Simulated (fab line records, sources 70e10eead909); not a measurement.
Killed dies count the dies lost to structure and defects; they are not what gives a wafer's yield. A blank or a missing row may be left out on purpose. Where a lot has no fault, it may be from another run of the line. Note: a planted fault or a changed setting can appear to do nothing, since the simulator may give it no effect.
Chamber matching || flow nand harc || NHARC_A_DECK1_JOINT_CMP_13 on cmp-02: 4 sister chambers
The step polishes, target thk 51.023 nm. 18 wafers are shown with their chamber, then 9 later ones without.

## EACH WAFER AND ITS CHAMBER
{"wafer": "L076.1", "chamber": 0, "motor current A (A)": 12.6, "edge zone pressure frac": 1.000, "time to endpoint s (s)": 5.5}
{"wafer": "L076.4", "chamber": 3, "motor current A (A)": 11.3, "edge zone pressure frac": 1.005, "time to endpoint s (s)": 9.4}
{"wafer": "L076.5", "chamber": 0, "motor current A (A)": 12.6, "edge zone pressure frac": 0.995, "time to endpoint s (s)": 11.5}
{"wafer": "L080.2", "chamber": 0, "motor current A (A)": 13.3, "edge zone pressure frac": 1.000, "time to endpoint s (s)": 7.6}
{"wafer": "L080.3", "chamber": 1, "motor current A (A)": 13.3, "edge zone pressure frac": 0.995, "time to endpoint s (s)": 7.0}
{"wafer": "L080.5", "chamber": 3, "motor current A (A)": 11.5, "edge zone pressure frac": 1.000, "time to endpoint s (s)": 7.6}
{"wafer": "L085.1", "chamber": 0, "motor current A (A)": 14.2, "edge zone pressure frac": 0.997, "time to endpoint s (s)": 13.0}
{"wafer": "L085.3", "chamber": 3, "motor current A (A)": 12.5, "edge zone pressure frac": 0.996, "time to endpoint s (s)": 13.7}
{"wafer": "L085.4", "chamber": 1, "motor current A (A)": 13.2, "edge zone pressure frac": 1.001, "time to endpoint s (s)": 10.3}
{"wafer": "L089.1", "chamber": 1, "motor current A (A)": 13.4, "edge zone pressure frac": 1.000, "time to endpoint s (s)": 10.7}
{"wafer": "L089.2", "chamber": 3, "motor current A (A)": 11.0, "edge zone pressure frac": 0.997, "time to endpoint s (s)": 11.4}
{"wafer": "L089.6", "chamber": 2, "motor current A (A)": 14.1, "edge zone pressure frac": 1.000, "time to endpoint s (s)": 11.8}
{"wafer": "L090.1", "chamber": 2, "motor current A (A)": 13.9, "edge zone pressure frac": 0.987, "time to endpoint s (s)": 10.7}
{"wafer": "L090.4", "chamber": 1, "motor current A (A)": 13.1, "edge zone pressure frac": 0.995, "time to endpoint s (s)": 12.0}
{"wafer": "L090.6", "chamber": 2, "motor current A (A)": 13.2, "edge zone pressure frac": 0.989, "time to endpoint s (s)": 11.9}
{"wafer": "L091.1", "chamber": 3, "motor current A (A)": 11.3, "edge zone pressure frac": 1.000, "time to endpoint s (s)": 11.2}
{"wafer": "L091.2", "chamber": 2, "motor current A (A)": 13.1, "edge zone pressure frac": 0.996, "time to endpoint s (s)": 9.7}
{"wafer": "L091.4", "chamber": 0, "motor current A (A)": 13.2, "edge zone pressure frac": 0.993, "time to endpoint s (s)": 10.7}

SIGNATURES (averages over the wafers above)
{"reading": "motor current A", "chamber 0": 13.180, "chamber 1": 13.250, "chamber 2": 13.575, "chamber 3": 11.520, "scatter within a chamber": 0.525}
{"reading": "edge zone pressure frac", "chamber 0": 0.99700, "chamber 1": 0.99775, "chamber 2": 0.99300, "chamber 3": 0.99960, "scatter within a chamber": 0.00404}
{"reading": "time to endpoint s", "chamber 0": 9.660, "chamber 1": 10.000, "chamber 2": 11.025, "chamber 3": 10.660, "scatter within a chamber": 2.31}
Rule: for each reading, subtract the chamber's mean from the wafer's reading, divide by that reading's scatter and square the result; add these up over the readings and take the root, which gives the wafer's distance from the chamber. The wafer belongs to the nearest chamber; if the next one is less than 2 further off, it can't be placed. How the scatter is found: for the shown wafers, subtract from each reading the mean of its chamber, square and add these, divide the total by (wafers less chambers), then take the root.

## WAFERS WHOSE CHAMBER IS MISSING
{"wafer": "L093.1", "motor current A (A)": 13.4, "edge zone pressure frac": 0.999, "time to endpoint s (s)": 10.8}
{"wafer": "L093.2", "motor current A (A)": 13.4, "edge zone pressure frac": 0.999, "time to endpoint s (s)": 11.5}
{"wafer": "L093.5", "motor current A (A)": 11.0, "edge zone pressure frac": 1.002, "time to endpoint s (s)": 11.8}
{"wafer": "L094.1", "motor current A (A)": 12.8, "edge zone pressure frac": 1.002, "time to endpoint s (s)": 9.8}
{"wafer": "L094.4", "motor current A (A)": 11.7, "edge zone pressure frac": 1.004, "time to endpoint s (s)": 10.7}
{"wafer": "L094.5", "motor current A (A)": 13.0, "edge zone pressure frac": 0.999, "time to endpoint s (s)": 9.4}
{"wafer": "L097.2", "motor current A (A)": 13.6, "edge zone pressure frac": 1.002, "time to endpoint s (s)": 10.0}
{"wafer": "L097.4", "motor current A (A)": 13.0, "edge zone pressure frac": 1.006, "time to endpoint s (s)": 9.1}
{"wafer": "L097.6", "motor current A (A)": 11.5, "edge zone pressure frac": 1.014, "time to endpoint s (s)": 11.0}

## THE CHAMBER EACH PASSED THROUGH
{"wafer": "L093.1", "from the rows above": "can't be placed: 1 or 0 or 2", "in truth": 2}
{"wafer": "L093.2", "from the rows above": "can't be placed: 1 or 0 or 2", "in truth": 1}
{"wafer": "L093.5", "from the rows above": 3, "in truth": 3}
{"wafer": "L094.1", "from the rows above": "can't be placed: 1 or 0 or 3 or 2", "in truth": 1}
{"wafer": "L094.4", "from the rows above": 3, "in truth": 3}
{"wafer": "L094.5", "from the rows above": "can't be placed: 0 or 1 or 2", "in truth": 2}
{"wafer": "L097.2", "from the rows above": "can't be placed: 1 or 0 or 2", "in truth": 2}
{"wafer": "L097.4", "from the rows above": "can't be placed: 1 or 0 or 3 or 2", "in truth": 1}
{"wafer": "L097.6", "from the rows above": "can't be placed: 3 or 1 or 0", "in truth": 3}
2 of 9 placed correctly. Can't be placed from these rows: 7 (the true chamber is among the candidates in 7). 0 placed wrongly.
